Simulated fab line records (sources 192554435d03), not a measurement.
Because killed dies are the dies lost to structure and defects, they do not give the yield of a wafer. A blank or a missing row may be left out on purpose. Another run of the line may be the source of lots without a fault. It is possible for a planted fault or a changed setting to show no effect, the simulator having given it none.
A struck lot beside a sound one | flow n5_finfet | 17 out of 1938 route steps
Sound: the wafers L388.1, L388.2, L388.4. Struck: wafer L396.5; the same lot's L396.2 was not struck, so it is left out; see the end for the cause.
Per side, at each step with rows, come the tool, then ch with its chambers, and then its first start. Under that, the readings that differ: sound wafers | struck wafers | difference of the means | sigmas: that difference in standard deviations of wafers without a fault.
alike: readings whose means differ by less than 2 such deviations, and words and numbers that are the same on both sides. not compared: withheld readings, readings that some wafer has no value for, bounds like >300 that may hide the same value, and numbers for which the record gives no deviation and whose values overlap.
A row with sigmas, a row that says differs or no value, or rows on one side alone: a step with any of these is where the two part. Non-overlapping numbers with no deviation appear without sigmas and do not part them. Lack of a reading on every wafer of one side parts them only where that side has two or more wafers.

first, 7 steps without rows for these wafers: N5_BEOL_M8_COAT_60 (time 60 s, resist thk 35 nm); N5_BEOL_M8_COAT_05 (resist thk 90 nm); N5_BEOL_M8_EBR_07; N5_BEOL_M8_SOFTBAKE_06 (time 60 s); N5_BEOL_M8_EXPOSE_08 (exposes mask M8); N5_BEOL_M8_PEB_09 (peb time 60 s); N5_BEOL_M8_DEVELOP_10 (develop time 30 s).
N5_BEOL_M8_CD_MEAS_11: target cd 38.5 nm.
  sound on cd_sem-03 ch 0, day 9 22:10; struck on cd_sem-01 ch 0, day 11 19:04
  alike: cd_nm
N5_BEOL_M8_OVL_MEAS_12:
  sound on overlay-02 ch 0, day 9 22:11; struck on overlay-01 ch 0, day 11 19:06
  alike: M8_OVL
N5_BEOL_M8_INSPECT_13: inspects for defects (brightfield).
  struck on defect_inspect-02, day 11 19:08; sound on defect_inspect-02, day 9 22:13
  alike: raw_defect_count
N5_BEOL_M8_DESCUM_16: chemistry O2, time 7.9 s.
  sound on rie_diel-01 ch 1,2,3, day 9 22:15; struck on rie_diel-01 ch 2, day 11 19:19
  alike: drypump_motor_current_A, oes_product_au, rf_vpp_V, showerhead_plenum_p_Torr, throttle_valve_pct
  not compared: rf_hours_counter_h
N5_BEOL_M8_ETCH_61: etches SiARC in CF4, target depth 45.5 nm, time 75.8 s.
  sound on rie_diel-01 ch 1,2,3, day 9 22:17; struck on rie_diel-01 ch 2, day 11 19:21
  alike: drypump_motor_current_A, etch_rf_on_time_s, oes_product_au, rf_vpp_V, showerhead_plenum_p_Torr, throttle_valve_pct
  not compared: rf_hours_counter_h
N5_BEOL_M8_ETCH_62: etches SOC in N2/H2, target depth 110 nm, overetch 22 nm, time 165 s.
  sound on rie_diel-01 ch 1,2,3, day 9 22:20; struck on rie_diel-01 ch 2, day 11 19:24
  reading                                    | sound          | struck | difference | sigmas
  model.SiARC_of_BEOL_M8_COAT_60.thk_nm (nm) | 28.4 28.6 28.6 | 26.8   | -1.7       |
  alike: drypump_motor_current_A, h2_flow_sccm, oes_product_au, rf_vpp_V, showerhead_plenum_p_Torr, throttle_valve_pct
  not compared: rf_hours_counter_h
then, 1 step without rows for these wafers: N5_BEOL_M8_STRIP_68 (strips in N2/H2).
N5_BEOL_M8_STRIP_67: strips in CF4.
  sound on rie_diel-01 ch 1,2,3, day 9 22:29; struck on rie_diel-01 ch 2, day 11 19:33
  alike: drypump_motor_current_A, oes_product_au, power_w, rf_vpp_V, showerhead_plenum_p_Torr, throttle_valve_pct
  not compared: rf_hours_counter_h
N5_BEOL_M8_HM_OPEN_17: chemistry Cl2/BCl3, target TiN, target depth 20 nm, overetch 6 nm.
  sound on rie_metal-02 ch 0,1, day 9 22:31; struck on rie_metal-03 ch 0, day 11 19:35
  reading                  | sound             | struck | difference | sigmas
  throttle_valve_pct (%)   | 22.16 21.87 21.87 | 22.18  | +0.21      | +2
  model.etch.depth_nm (nm) | 19.96 20.05 19.82 | 16.22  | -3.72      |
  alike: drypump_motor_current_A, oes_product_au
  not compared: rf_hours_counter_h
N5_BEOL_M8_STRIP_19: strips in O2.
  sound on rie_diel-03 ch 1,2,3, day 9 22:40; struck on rie_diel-03 ch 2, day 11 19:53
  alike: drypump_motor_current_A, oes_product_au, rf_vpp_V, showerhead_plenum_p_Torr, throttle_valve_pct
  not compared: rf_hours_counter_h

## WHERE THEY PART
At N5_BEOL_M8_HM_OPEN_17 and nowhere else, as far as this record goes. Later steps at which nothing parts them and some readings are alike: N5_BEOL_M8_STRIP_19.

WHY: the cause the simulator had injected
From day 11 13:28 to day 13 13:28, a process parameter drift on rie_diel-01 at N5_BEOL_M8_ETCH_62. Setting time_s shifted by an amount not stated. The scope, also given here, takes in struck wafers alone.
